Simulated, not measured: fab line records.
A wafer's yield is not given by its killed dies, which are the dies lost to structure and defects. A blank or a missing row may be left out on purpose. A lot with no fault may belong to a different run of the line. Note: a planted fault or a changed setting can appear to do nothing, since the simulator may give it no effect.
Chamber matching / flow nand-harc / 4 sister chambers for NHARC_A_DECK1_JOINT_ETCHBACK_07 on rie-si-01
The step etches the open film in HBr, target depth 105 nm, time 26.9 s. 4 wafers are shown with their chamber, then 12 later ones without.

## EACH WAFER AND ITS CHAMBER
wafer=L085.1; chamber=1; oes-product-au (a.u.)=1.004
wafer=L090.3; chamber=3; oes-product-au (a.u.)=0.994
wafer=L090.4; chamber=2; oes-product-au (a.u.)=0.980
wafer=L090.6; chamber=0; oes-product-au (a.u.)=0.997

## WAFERS WITHOUT THEIR CHAMBER
wafer=L091.2; oes-product-au (a.u.)=1.002
wafer=L091.5; oes-product-au (a.u.)=0.994
wafer=L091.6; oes-product-au (a.u.)=1.016
wafer=L096.1; oes-product-au (a.u.)=0.989
wafer=L096.2; oes-product-au (a.u.)=0.997
wafer=L096.3; oes-product-au (a.u.)=0.993
wafer=L096.4; oes-product-au (a.u.)=1.008
wafer=L096.5; oes-product-au (a.u.)=0.989
wafer=L096.6; oes-product-au (a.u.)=0.994
wafer=L095.1; oes-product-au (a.u.)=1.009
wafer=L095.2; oes-product-au (a.u.)=1.015
wafer=L095.3; oes-product-au (a.u.)=1.004

## THE CHAMBER EACH PASSED THROUGH
wafer=L091.2; from the rows above=can't be placed: 1 or 0 or 3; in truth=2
wafer=L091.5; from the rows above=can't be placed: 3 or 0 or 1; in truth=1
wafer=L091.6; from the rows above=can't be placed: 1 or 0 or 3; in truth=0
wafer=L096.1; from the rows above=can't be placed: 3 or 0 or 2 or 1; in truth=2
wafer=L096.2; from the rows above=can't be placed: 0 or 3 or 1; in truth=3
wafer=L096.3; from the rows above=can't be placed: 3 or 0 or 1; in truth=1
wafer=L096.4; from the rows above=can't be placed: 1 or 0 or 3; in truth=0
wafer=L096.5; from the rows above=can't be placed: 3 or 0 or 2 or 1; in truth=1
wafer=L096.6; from the rows above=can't be placed: 3 or 0 or 1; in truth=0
wafer=L095.1; from the rows above=can't be placed: 1 or 0 or 3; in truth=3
wafer=L095.2; from the rows above=can't be placed: 1 or 0 or 3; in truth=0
wafer=L095.3; from the rows above=can't be placed: 1 or 0 or 3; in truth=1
0 of 12 placed correctly. These rows do not allow placing 12 (true chamber among the candidates in 11). Wrongly placed: 0.
How it was worked out, from the rows above alone: a wafer's distance from a chamber is the root of the sum, over the readings, of the square of ((its reading less the chamber's mean) divided by the reading's scatter). The wafer belongs to the nearest chamber; if the next one is less than 2 further off, it can't be placed. Each chamber's mean is taken over the wafers shown for it. The scatter: root of mean squared gap, hidden wafer to nearest shown wafer, with one shown wafer a chamber.
